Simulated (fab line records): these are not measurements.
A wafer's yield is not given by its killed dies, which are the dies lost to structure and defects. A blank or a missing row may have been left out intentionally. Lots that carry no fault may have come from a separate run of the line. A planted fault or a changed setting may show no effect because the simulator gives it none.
fab line records | flow nandHarc
record: lots: 24 wafers: 72 lastDay: 33
route steps=1302 shown P_ZERO_WELL@44 P_GATE@170 P_CONTACT@219
lots that met no fault: taken from a fault-free run of the same line
startH: start of the lot's first displayed wafer, in hours after the record's first day | waitH: time in hours since the lot's previous step | " the same as in the row above | L1.1+2: a row that stands for several wafers | - no value present, or no start provided | * or withheld: withheld | < > ~ a bound
route shown NAME@n: NAME is a module with steps in the file, n the number in the route of the first one | usual: mean/standard deviation taken from wafers without a fault | same: alike in all rows | chamber/n: place in a boat | sites: each site's reading | _std_site: their standard deviation | _edge_site: mean of outer sites minus mean of inner sites | radiusMm: for every site, how far away it sits from the centre of the wafer | mask NAME#n: copy n | behind: tool/chamber where the wafer was last shaped | hold: the reason the lot was held/the length of the hold in hours/how it ended | device: the transistor (n, p or np) that didn't switch | end of line: the route-end tests of the same wafers | a step with no rows: only its recipe | killed: at the first sort, the dies lost to defects and structure; wafer yield is something else | map: shows each die of a wafer: x if killed, . if not, _ if none is there
set.NAME: the setting that was run; set.NAME@STEP: the one run at that earlier step | model.NAME: the simulator's own value behind a step, which no gauge read
a sample of lots followed through the steps of the route, with each step as a table and each wafer as a row
services: the hour from which a tool's chamber was out of use, counted from the record's first day as startH (under 0 if before that day), plus the number of hours and why
== steps ==
step: NHARC_P_ZERO_WELL_CD_MEAS_37
recipe: targetCdNm: 720 landingEnergyEv: 500
usual: cdNm: 719.3/1.5
columns lot.wafer tool chamber startH waitH cdNm
L074.1 cdSem-02 0 23.98 - 718.7
L074.5 " 0 " " 720.6
L074.6 " 0 " " 720.3
L075.2 cdSem-03 0 35.14 - 720.2
L075.3 " 0 " " 721.2
L075.6 " 0 " " 721.7
L076.2 cdSem-03 0 44.11 - 718.1
L076.4 " 0 " " 717.8
L076.6 " 0 " " 717.4
L077.1 cdSem-03 0 53.97 - 718.3
L077.5 " 0 " " 718.1
L077.6 " 0 " " 718.4
L078.1 cdSem-01 0 64.12 - 720.1
L078.4 " 0 " " 719.2
L078.5 " 0 " " 718.7
L079.1 cdSem-02 0 74.13 - 717.3
L079.3 " 0 " " 716.4
L079.6 " 0 " " 716.0
L080.1 cdSem-03 0 83.97 - 718.4
L080.2 " 0 " " 720.1
L080.6 " 0 " " 719.6
L081.1 cdSem-01 0 94.00 - 714.5
L081.3 " 0 " " 717.2
L081.4 " 0 " " 716.4
L082.1 cdSem-01 0 104.22 - 719.2
L082.2 " 0 " " 717.6
L082.3 " 0 " " 720.3
L083.3 cdSem-02 0 114.10 - 720.1
L083.4 " 0 " " 719.4
L083.5 " 0 " " 720.1
L084.2 cdSem-02 0 124.17 - 721.5
L084.3 " 0 " " 722.3
L084.6 " 0 " " 720.2
L085.1 cdSem-03 0 134.13 - 720.0
L085.4 " 0 " " 718.2
L085.6 " 0 " " 716.7
L086.1 cdSem-02 0 144.14 - 718.6
L086.4 " 0 " " 719.5
L086.5 " 0 " " 718.1
L087.2 cdSem-01 0 154.49 - 718.8
L087.4 " 0 " " 719.4
L087.5 " 0 " " 718.6
L088.1 cdSem-01 0 163.98 - 720.1
L088.5 " 0 " " 719.0
L088.6 " 0 " " 718.0
L089.3 cdSem-02 0 174.25 - 718.4
L089.4 " 0 " " 717.8
L089.5 " 0 " " 718.8
L090.1 cdSem-01 0 184.65 - 721.9
L090.5 " 0 " " 720.3
L090.6 " 0 " " 720.2
L091.1 cdSem-03 0 194.36 - 721.3
L091.3 " 0 " " 720.8
L091.4 " 0 " " 721.2
L092.1 cdSem-03 0 204.23 - 721.0
L092.2 " 0 " " 720.9
L092.4 " 0 " " 720.7
L093.2 cdSem-02 0 215.39 - 720.4
L093.3 " 0 " " 719.0
L093.4 " 0 " " 719.2
L094.3 cdSem-01 0 228.16 - 715.5
L094.5 " 0 " " 717.9
L094.6 " 0 " " 717.9
L095.1 cdSem-03 0 234.22 - 721.1
L095.3 " 0 " " 720.2
L095.4 " 0 " " 720.5
L096.4 cdSem-01 0 244.26 - 720.7
L096.5 " 0 " " 720.3
L096.6 " 0 " " 719.8
L097.1 cdSem-01 0 253.96 - 718.6
L097.4 " 0 " " 719.3
L097.6 " 0 " " 720.3
step: NHARC_P_ZERO_WELL_CD_MEAS_52
recipe: targetCdNm: 2000 landingEnergyEv: 500
usual: cdNm: 2000.0/1.4
columns lot.wafer tool chamber startH waitH cdNm
L074.1 cdSem-02 0 25.51 - 1999.6
L074.5 " 0 " " 1999.2
L074.6 " 0 " " 2000.4
L075.2 cdSem-01 0 36.80 - 2001.1
L075.3 " 0 " " 1999.7
L075.6 " 0 " " 1999.2
L076.2 cdSem-02 0 45.77 - 2001.7
L076.4 " 0 " " 1999.4
L076.6 " 0 " " 1998.9
L077.1 cdSem-01 0 55.62 - 1999.3
L077.5 " 0 " " 1999.1
L077.6 " 0 " " 2000.0
L078.1 cdSem-01 0 65.63 - 2001.0
L078.4 " 0 " " 2000.3
L078.5 " 0 " " 2000.5
L079.1 cdSem-03 0 75.85 - 1999.6
L079.3 " 0 " " 2001.1
L079.6 " 0 " " 2000.4
L080.1 cdSem-03 0 85.60 - 1999.0
L080.2 " 0 " " 1999.6
L080.6 " 0 " " 1998.5
L081.1 cdSem-02 0 95.51 - 2002.3
L081.3 " 0 " " 2001.5
L081.4 " 0 " " 2002.0
L082.1 cdSem-01 0 105.86 - 1999.7
L082.2 " 0 " " 1999.1
L082.3 " 0 " " 1999.5
L083.3 cdSem-03 0 115.74 - 2001.2
L083.4 " 0 " " 2000.8
L083.5 " 0 " " 1999.7
L084.2 cdSem-02 0 125.82 - 1999.2
L084.3 " 0 " " 1999.2
L084.6 " 0 " " 1999.8
L085.1 cdSem-02 0 135.92 - 2000.7
L085.4 " 0 " " 2000.6
L085.6 " 0 " " 2000.9
L086.1 cdSem-01 0 145.85 - 2003.0
L086.4 " 0 " " 2003.6
L086.5 " 0 " " 2002.8
L087.2 cdSem-01 0 156.14 - 1997.6
L087.4 " 0 " " 1998.4
L087.5 " 0 " " 1998.5
L088.1 cdSem-03 0 168.15 - 1999.1
L088.5 " 0 " " 2001.2
L088.6 " 0 " " 2000.9
L089.3 cdSem-03 0 175.77 - 2000.3
L089.4 " 0 " " 1999.7
L089.5 " 0 " " 1998.5
L090.1 cdSem-03 0 186.28 - 1999.7
L090.5 " 0 " " 1998.3
L090.6 " 0 " " 1998.5
L091.1 cdSem-01 0 195.87 - 2001.9
L091.3 " 0 " " 2001.2
L091.4 " 0 " " 2001.0
L092.1 cdSem-01 0 205.86 - 2000.6
L092.2 " 0 " " 1999.0
L092.4 " 0 " " 2002.1
L093.2 cdSem-03 0 216.89 - 1999.3
L093.3 " 0 " " 2001.0
L093.4 " 0 " " 1999.7
L094.3 cdSem-02 0 229.86 - 2000.2
L094.5 " 0 " " 1998.2
L094.6 " 0 " " 1999.8
L095.1 cdSem-01 0 235.84 - 2000.6
L095.3 " 0 " " 2001.2
L095.4 " 0 " " 2000.0
L096.4 cdSem-03 0 245.89 - 1997.8
L096.5 " 0 " " 1999.1
L096.6 " 0 " " 1999.4
L097.1 cdSem-03 0 255.59 - 1997.3
L097.4 " 0 " " 2000.0
L097.6 " 0 " " 2000.2
step: NHARC_P_GATE_CD_MEAS_46
recipe: targetCdNm: 720 landingEnergyEv: 500
usual: cdNm: 719.4/1.5
columns lot.wafer tool chamber startH waitH cdNm
L074.1 cdSem-03 0 116.25 - 717.4
L074.5 " 0 " " 718.8
L074.6 " 0 " " 717.9
L075.2 cdSem-03 0 123.03 - 716.9
L075.3 " 0 " " 717.9
L075.6 " 0 " " 717.8
L076.2 cdSem-01 0 129.95 - 717.8
L076.4 " 0 " " 717.3
L076.6 " 0 " " 716.2
L077.1 cdSem-03 0 139.49 - 717.4
L077.5 " 0 " " 718.4
L077.6 " 0 " " 719.2
L078.1 cdSem-02 0 143.19 - 718.0
L078.4 " 0 " " 721.0
L078.5 " 0 " " 720.5
L079.1 cdSem-03 0 161.43 - 720.7
L079.3 " 0 " " 719.3
L079.6 " 0 " " 720.3
L080.1 cdSem-03 0 167.52 - 717.9
L080.2 " 0 " " 718.9
L080.6 " 0 " " 719.6
L081.1 cdSem-02 0 183.67 - 719.4
L081.3 " 0 " " 718.9
L081.4 " 0 " " 719.7
L082.1 cdSem-03 0 185.39 - 718.4
L082.2 " 0 " " 718.2
L082.3 " 0 " " 719.1
L083.3 cdSem-03 0 198.45 - 718.7
L083.4 " 0 " " 721.1
L083.5 " 0 " " 719.9
L084.2 cdSem-02 0 209.38 - 719.2
L084.3 " 0 " " 719.4
L084.6 " 0 " " 720.2
L085.1 cdSem-03 0 224.70 - 718.1
L085.4 " 0 " " 718.7
L085.6 " 0 " " 718.7
L086.1 cdSem-01 0 227.63 - 719.7
L086.4 " 0 " " 718.7
L086.5 " 0 " " 718.9
L087.2 cdSem-01 0 251.34 - 719.8
L087.4 " 0 " " 719.9
L087.5 " 0 " " 720.2
L089.3 cdSem-03 0 251.51 - 723.3
L089.4 " 0 " " 721.6
L089.5 " 0 " " 722.3
L088.1 cdSem-02 0 251.66 - 719.6
L088.5 " 0 " " 721.2
L088.6 " 0 " " 718.0
L090.1 cdSem-03 0 268.42 - 718.3
L090.5 " 0 " " 718.6
L090.6 " 0 " " 718.9
L091.1 cdSem-01 0 275.01 - 718.4
L091.3 " 0 " " 719.1
L091.4 " 0 " " 718.0
L092.1 cdSem-01 0 286.66 - 718.6
L092.2 " 0 " " 720.6
L092.4 " 0 " " 720.7
L093.2 cdSem-01 0 296.13 - 719.6
L093.3 " 0 " " 719.5
L093.4 " 0 " " 720.0
L094.3 cdSem-01 0 310.04 - 721.4
L094.5 " 0 " " 721.2
L094.6 " 0 " " 720.1
L095.1 cdSem-01 0 317.59 - 720.7
L095.3 " 0 " " 719.9
L095.4 " 0 " " 721.6
L096.4 cdSem-01 0 328.10 - 721.0
L096.5 " 0 " " 720.2
L096.6 " 0 " " 720.7
L097.1 cdSem-03 0 339.49 - 721.0
L097.4 " 0 " " 719.5
L097.6 " 0 " " 717.9
step: NHARC_P_CONTACT_CMP_01
recipe: targetThkNm: 200 material: SiO2
usual: motorCurrentA: 12.3/0.83
columns lot.wafer tool chamber startH waitH motorCurrentA
L074.1 cmp-03 2 123.66 - 13.0
L074.5 " 1 " " 12.0
L074.6 " 2 " " 13.1
L075.3 cmp-01 0 130.43 - 13.0
L075.2 " 1 " " 13.3
L075.6 " 3 " " 11.1
L076.4 cmp-01 1 137.31 - 13.3
L076.2 " 2 " " 12.6
L076.6 " 0 " " 12.5
L077.1 cmp-03 0 146.93 - 13.1
L077.6 " 2 " " 12.7
L077.5 " 3 " " 12.5
L078.4 cmp-04 1 150.44 - 11.8
L078.1 " 3 " " 11.5
L078.5 " 1 " " 11.8
L079.3 cmp-03 0 169.12 0.4 13.0
L079.1 " 1 " " 11.8
L079.6 " 3 " " 12.0
L080.1 cmp-04 3 175.09 - 12.0
L080.2 " 2 " " 12.4
L080.6 " 3 " " 12.0
L081.4 cmp-04 0 191.19 - 10.9
L081.3 " 1 " " 12.2
L081.1 " 2 " " 13.8
L082.3 cmp-01 0 192.86 - 12.8
L082.1 " 2 " " 13.5
L082.2 " 3 " " 11.8
L083.4 cmp-04 3 205.49 - 11.9
L083.3 " 0 " " 10.4
L083.5 " 3 " " 11.7
L084.2 cmp-03 0 216.78 - 13.0
L084.3 " 1 " " 11.2
L084.6 " 1 " " 11.6
L085.1 cmp-04 0 231.97 - 11.3
L085.4 " 2 " " 13.3
L085.6 " 1 " " 11.7
L086.4 cmp-03 2 234.96 - 13.1
L086.1 " 1 " " 12.0
L086.5 " 3 " " 13.2
L087.4 cmp-03 2 258.75 - 12.7
L087.2 " 0 " " 12.8
L087.5 " 2 " " 13.1
L089.3 cmp-03 1 259.60 - 11.8
L089.4 " 2 " " 13.8
L089.5 " 0 " " 13.0
L088.1 cmp-01 3 260.37 - 11.1
L088.6 " 3 " " 11.4
L088.5 " 0 " " 12.3
L090.1 cmp-04 2 275.64 - 13.5
L090.5 " 1 " " 11.2
L090.6 " 2 " " 13.5
L091.3 cmp-04 2 282.35 - 12.9
L091.1 " 3 " " 11.4
L091.4 " 0 " " 10.9
L092.2 cmp-04 2 293.88 - 13.1
L092.1 " 3 " " 11.7
L092.4 " 1 " " 12.2
L093.2 cmp-04 2 303.33 - 12.9
L093.4 " 3 " " 11.9
L093.3 " 0 " " 10.7
L094.3 cmp-04 2 317.16 - 13.4
L094.6 " 1 " " 11.7
L094.5 " 2 " " 12.9
L095.1 cmp-03 1 324.77 - 11.6
L095.4 " 2 " " 13.3
L095.3 " 0 " " 12.8
L096.4 cmp-03 3 335.35 - 12.7
L096.5 " 1 " " 11.3
L096.6 " 2 " " 12.5
L097.4 cmp-01 1 346.71 - 13.0
L097.1 " 3 " " 11.1
L097.6 " 1 " " 12.7
step: NHARC_P_CONTACT_INSPECT_14
usual: rawDefectCount: 4.1/2.6
columns lot.wafer tool chamber startH waitH rawDefectCount
L074.1 defectInspect-02 - 124.67 0.0 1
L074.5 " - " " 4
L074.6 " - " " 6
L075.2 defectInspect-02 - 131.33 0.0 4
L075.3 " - " " 2
L075.6 " - " " 4
L076.2 defectInspect-01 - 138.24 0.0 7
L076.4 " - " " 6
L076.6 " - " " 5
L077.1 defectInspect-01 - 147.84 0.0 2
L077.5 " - " " 7
L077.6 " - " " 7
L078.1 defectInspect-02 - 151.40 0.0 5
L078.4 " - " " 3
L078.5 " - " " 8
L079.1 defectInspect-01 - 170.03 0.0 1
L079.3 " - " " 1
L079.6 " - " " 2
L080.1 defectInspect-01 - 175.93 0.0 3
L080.2 " - " " 3
L080.6 " - " " 4
L081.1 defectInspect-01 - 192.11 0.0 4
L081.3 " - " " 5
L081.4 " - " " 3
L082.1 defectInspect-01 - 193.82 0.0 3
L082.2 " - " " 1
L082.3 " - " " 4
L083.3 defectInspect-02 - 206.45 0.0 4
L083.4 " - " " 3
L083.5 " - " " 1
L084.2 defectInspect-02 - 217.63 0.0 3
L084.3 " - " " 2
L084.6 " - " " 2
L085.1 defectInspect-01 - 232.80 0.0 4
L085.4 " - " " 6
L085.6 " - " " 9
L086.1 defectInspect-02 - 235.79 0.0 4
L086.4 " - " " 2
L086.5 " - " " 5
L087.2 defectInspect-01 - 259.58 0.0 6
L087.4 " - " " 4
L087.5 " - " " 10
L089.3 defectInspect-02 - 260.54 0.0 2
L089.4 " - " " 5
L089.5 " - " " 7
L088.1 defectInspect-01 - 261.33 0.0 9
L088.5 " - " " 11
L088.6 " - " " 6
L090.1 defectInspect-02 - 276.57 0.0 7
L090.5 " - " " 6
L090.6 " - " " 7
L091.1 defectInspect-02 - 283.28 0.0 3
L091.3 " - " " 2
L091.4 " - " " 5
L092.1 defectInspect-01 - 294.84 0.0 4
L092.2 " - " " 3
L092.4 " - " " 4
L093.2 defectInspect-02 - 304.16 0.0 7
L093.3 " - " " 3
L093.4 " - " " 1
L094.3 defectInspect-02 - 318.09 0.0 3
L094.5 " - " " 3
L094.6 " - " " 3
L095.1 defectInspect-01 - 325.73 0.0 2
L095.3 " - " " 4
L095.4 " - " " 5
L096.4 defectInspect-01 - 336.13 0.0 3
L096.5 " - " " 2
L096.6 " - " " 1
L097.1 defectInspect-02 - 347.54 0.0 3
L097.4 " - " " 4
L097.6 " - " " 6
step: NHARC_P_CONTACT_CVD_23
recipe: targetThkA: 2000 tempC: 300 pressureTorr: 40 wf6FlowSccm: 40 h2FlowSccm: 1600 arFlowSccm: 1560 timeS: 557 material: W
usual: heaterPowerW: 498/49 throttleValvePct: 8.1/0.38
columns lot.wafer tool chamber startH waitH heaterPowerW throttleValvePct
L074.1 cvdW-01 1 - - 493 8.3
L074.6 " 1 " " 492 8.0
L074.5 " 0 " " 558 8.1
L075.2 cvdW-02 1 - - 451 8.8
L075.3 " 0 " " 460 7.8
L075.6 " 0 " " 470 7.9
L076.2 cvdW-02 1 - - 458 8.6
L076.4 " 0 " " 441 7.7
L076.6 " 0 " " 454 7.5
L077.1 cvdW-01 0 - - 564 8.1
L077.5 " 1 " " 503 7.7
L077.6 " 0 " " 571 8.1
L078.1 cvdW-01 0 - - 564 7.9
L078.4 " 1 " " 516 7.9
L078.5 " 0 " " 565 8.4
L079.1 cvdW-01 0 - - 566 8.3
L079.3 " 1 " " 494 8.0
L079.6 " 0 " " 568 8.4
L080.2 cvdW-01 0 - - 579 8.0
L080.1 " 1 " " 499 7.9
L080.6 " 1 " " 484 8.3
L081.1 cvdW-02 0 - - 456 7.4
L081.4 " 0 " " 472 7.8
L081.3 " 1 " " 455 8.7
L082.2 cvdW-02 0 - - 466 7.6
L082.1 " 1 " " 466 8.9
L082.3 " 0 " " 464 7.9
L083.4 cvdW-01 0 - - 586 7.6
L083.3 " 1 " " 515 8.1
L083.5 " 0 " " 580 7.9
L084.2 cvdW-02 0 - - 452 7.7
L084.3 " 1 " " 460 8.8
L084.6 " 1 " " 477 8.9
L085.1 cvdW-02 1 - - 452 8.8
L085.4 " 1 " " 459 8.8
L085.6 " 0 " " 463 7.9
L086.1 cvdW-01 0 - - 590 7.8
L086.4 " 0 " " 571 7.6
L086.5 " 0 " " 585 7.8
L087.2 cvdW-01 1 - - 532 7.9
L087.4 " 0 " " 587 7.6
L087.5 " 0 " " 596 7.7
L089.3 cvdW-02 1 - - 469 8.7
L089.4 " 0 " " 459 8.0
L089.5 " 1 " " 453 8.8
L088.1 cvdW-01 1 - - 515 8.0
L088.5 " 1 " " 507 7.9
L088.6 " 0 " " 583 7.7
L090.1 cvdW-01 1 - - 521 8.1
L090.5 " 1 " " 526 8.0
L090.6 " 0 " " 590 7.7
L091.1 cvdW-02 1 - - 449 8.6
L091.3 " 1 " " 462 8.3
L091.4 " 0 " " 448 8.1
L092.2 cvdW-02 1 - - 449 8.5
L092.1 " 0 " " 461 7.5
L092.4 " 1 " " 442 8.3
L093.2 cvdW-02 0 - - 453 7.9
L093.3 " 1 " " 440 8.8
L093.4 " 0 " " 473 7.8
L094.3 cvdW-02 0 - - 458 7.8
L094.5 " 1 " " 456 8.6
L094.6 " 0 " " 463 7.7
L095.1 cvdW-01 0 - - 593 7.7
L095.4 " 1 " " 525 7.7
L095.3 " 0 " " 588 8.0
L096.4 cvdW-02 0 - - 462 7.8
L096.5 " 1 " " 458 8.6
L096.6 " 0 " " 448 7.9
L097.1 cvdW-02 1 - - 455 8.3
L097.4 " 0 " " 461 7.7
L097.6 " 0 " " 457 7.9
== services ==
columns tool chamber startH hours kind
cmp-03 - 100.95 0.7 repair
cvdW-02 0 101.00 - clean
cvdW-02 1 101.00 - clean
cmp-01 - 104.30 4.0 pm
cmp-04 - 111.00 4.0 pm
cmp-03 - 138.26 6.3 repair
cvdW-01 0 160.05 4.5 repair
cmp-03 - 162.00 4.0 pm
cvdW-01 - 185.00 13.0 pm
cmp-01 - 202.30 4.0 pm
cmp-04 - 209.00 4.0 pm
cmp-01 - 222.78 1.9 repair
cmp-04 - 225.35 3.0 repair
cmp-01 - 243.58 0.9 repair
cmp-01 - 248.06 2.1 repair
cmp-03 - 249.48 2.8 repair
cmp-03 - 260.00 4.0 pm
cvdW-02 - 269.00 13.0 pm
cmp-01 - 277.45 2.0 repair
cmp-01 - 300.30 4.0 pm
cmp-01 - 304.31 1.8 repair
cmp-04 - 307.00 4.0 pm
cvdW-01 - 307.04 7.4 repair
cmp-03 - 336.52 1.0 repair
== key ==
fault none
